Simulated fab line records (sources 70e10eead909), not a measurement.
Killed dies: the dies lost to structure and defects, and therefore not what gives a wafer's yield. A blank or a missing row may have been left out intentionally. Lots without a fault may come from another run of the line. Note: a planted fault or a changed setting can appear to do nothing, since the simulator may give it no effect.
Which tool is to blame? | flow nand-harc | 18 wafers from 6 lots sampled at 5 of the route's 1302 steps

## WHAT THE GAUGES READ, wafer by wafer
NHARC_END_SORT_01.
lot  | measured     | on        | killed-at-array
L807 | day 29 12:34 | prober-02 | 139 127 127

## EACH LOT AND THE TOOL THAT RAN IT (in order: tool; ch and the chambers of the sampled wafers; start)
lot  | NHARC_A_STAIRCASE_HM_DEP_456  | NHARC_THIN_TSV_STRIP_62              | NHARC_THIN_TSV_ETCH_59            | NHARC_THIN_TSV_ETCH_36
L794 | acl-dep-01 ch 0, day 16 11:42 | plasma-asher-02 ch 0,1, day 24 08:36 | rie-metal-02 ch 0,1, day 24 12:12 | rie-metal-02 ch 0,1, day 24 12:25
L799 | acl-dep-01 ch 0, day 18 07:38 | plasma-asher-01 ch 0,1, day 26 07:12 | rie-metal-01 ch 0,1, day 26 10:41 | rie-metal-01 ch 0,1, day 26 10:56
L800 | acl-dep-02 ch 0, day 19 07:23 | plasma-asher-01 ch 0,1, day 27 07:37 | rie-metal-01 ch 0,1, day 27 11:07 | rie-metal-01 ch 0,1, day 27 11:19
L807 | acl-dep-01 ch 0, day 21 10:20 | plasma-asher-01 ch 0,1, day 28 22:37 | rie-metal-02 ch 0,1, day 29 02:15 | rie-metal-02 ch 0,1, day 29 02:31
L813 | acl-dep-02 ch 0, day 24 03:44 | plasma-asher-02 ch 0,1, day 32 05:11 | rie-metal-03 ch 0,1, day 32 11:04 | rie-metal-03 ch 0,1, day 32 11:16
L815 | acl-dep-02 ch 0, day 25 02:28 | plasma-asher-01 ch 0,1, day 32 19:25 | rie-metal-01 ch 0,1, day 32 23:04 | rie-metal-01 ch 0,1, day 32 23:14
- NHARC_A_STAIRCASE_HM_DEP_456: deposits aC, target thk 3100 nm.
- NHARC_THIN_TSV_STRIP_62: strips in N2/H2, time 20 s.
- NHARC_THIN_TSV_ETCH_59: etches the open film in Cl2/BCl3, target depth 880 nm, time 138.1 s.
- NHARC_THIN_TSV_ETCH_36: etches the open film in Cl2/BCl3, target depth 65 nm, time 18.571 s.

## THE ANSWER, worked out from the rows above alone
Rule: the lots themselves supply what counts as usual. Put in order of their means at a reading, lots are off if they are a third of the lots or fewer, leave a main group of 4 or more, and stand apart from it by a gap of 3 or more times the standard deviation of the main group's means; of several such gaps the widest counts. Not used: any main group whose means are identical at the precision the tables above print for the reading. A lot without any number at a reading at which 4 lots or more have one is off too. Where the step has rows for the other lots, those lots are counted as sound.
No lot is off on any of the readings shown, so nothing can be concluded from this.

## WHAT THE SIMULATOR HAD PUT IN
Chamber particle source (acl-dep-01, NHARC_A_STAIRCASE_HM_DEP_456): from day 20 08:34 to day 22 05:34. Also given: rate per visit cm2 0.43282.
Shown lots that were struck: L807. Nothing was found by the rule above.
